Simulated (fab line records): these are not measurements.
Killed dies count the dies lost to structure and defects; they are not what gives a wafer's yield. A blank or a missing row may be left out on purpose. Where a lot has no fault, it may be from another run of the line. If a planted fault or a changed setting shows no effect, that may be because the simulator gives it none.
The same fault as seen by 2 desks ; flow n5-finfet ; each desk holds nothing but its own numbers, with what lay behind them at the end

## FOR THE TOOL OWNER'S DESK: pecvd-02
The tool's own readings at N5_PASSIVATION_PECVD_53 (deposits SiO2 from TEOS/O2, target thk 800 nm, time 169.4 s): means of the sampled wafers that have a number, for each lot that ran on this tool. Any lot whose mean is over 4 standard deviations away from the usual mean is out of limits and marked OUT; that distance is given in the brackets.
Columns: A = run-length-s at N5_PASSIVATION_PECVD_53, usual 197.5 s
lot;first seen here;A
L830;day 12 15:45;197.4
L829;day 13 08:28;197.5
L837;day 14 12:28;197.5
L845;day 16 18:18;251.4 (+90) OUT
This desk's verdict: out of limits on L845, starting with L845 at day 16 18:18 (run-length-s at N5_PASSIVATION_PECVD_53). L830, L829, L837: within limits.

## THE METROLOGY DESK
What the gauges read, lot by lot, whatever tool the lot ran on: means of the sampled wafers that have a number. Any lot whose mean is over 4 standard deviations away from the usual mean is out of limits and marked OUT; that distance is given in the brackets. Of its 10 readings 7 are shown: those that lie furthest out on some lot.
Columns: A = DIBL_N at N5_BEOL_M4_RC_MEAS_101, usual 37.1 mV/V; B = DIBL_P at N5_BEOL_M4_RC_MEAS_101, usual 37.2 mV/V; C = IOFF_N at N5_BEOL_M4_RC_MEAS_101, usual 0.18 nA/um; D = IOFF_P at N5_BEOL_M4_RC_MEAS_101, usual 0.23 nA/um; E = SS_P at N5_BEOL_M4_RC_MEAS_101, usual 73.5 mV/dec; F = VT_N at N5_BEOL_M4_RC_MEAS_101, usual 248 mV; G = VT_P at N5_BEOL_M4_RC_MEAS_101, usual -248 mV
lot;first seen here;A;B;C;D;E;F;G
L830;day 8 19:58;36.5;35.5;0.17;0.26;73.7;247;-244
L831;day 8 22:40;36.0;36.2;0.15;0.24;73.5;251;-246
L829;day 8 23:04;34.5;35.8;0.15;0.21;73.6;252;-248
L836;day 10 00:47;36.4;35.5;0.16;0.18;73.1;250;-253
L837;day 10 10:13;35.2;37.2;0.15;0.18;73.0;251;-253
L845;day 12 16:45;39.8;39.0;0.23;0.30;74.1;244;-244
L847;day 13 04:58;38.9;41.1;0.24;0.31;74.8;244;-245
L849;day 13 06:49;34.5;35.5;0.16;0.23;72.6;250;-248
L850;day 13 09:58;36.7;36.9;0.17;0.22;73.4;248;-251
This desk's verdict: no lot among the 9 shows anything out of limits.

## ALL TOGETHER
At day 16 18:18, on L845, the tool owner's desk was in a position to raise an alarm.
The metrology desk saw nothing out of limits.
The metrology desk holds a record of L845, inside its limits.
Of the lots named, all ran N5_PASSIVATION_PECVD_53 on pecvd-02.

## WHAT THE SIMULATOR HAD INSERTED
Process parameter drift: pecvd-02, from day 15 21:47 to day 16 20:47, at N5_PASSIVATION_PECVD_53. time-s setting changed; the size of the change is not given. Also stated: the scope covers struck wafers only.
Shown lots that were struck: L845.
Each desk's first reading out of limits, in hours after the fault started: the tool owner's desk, 21.
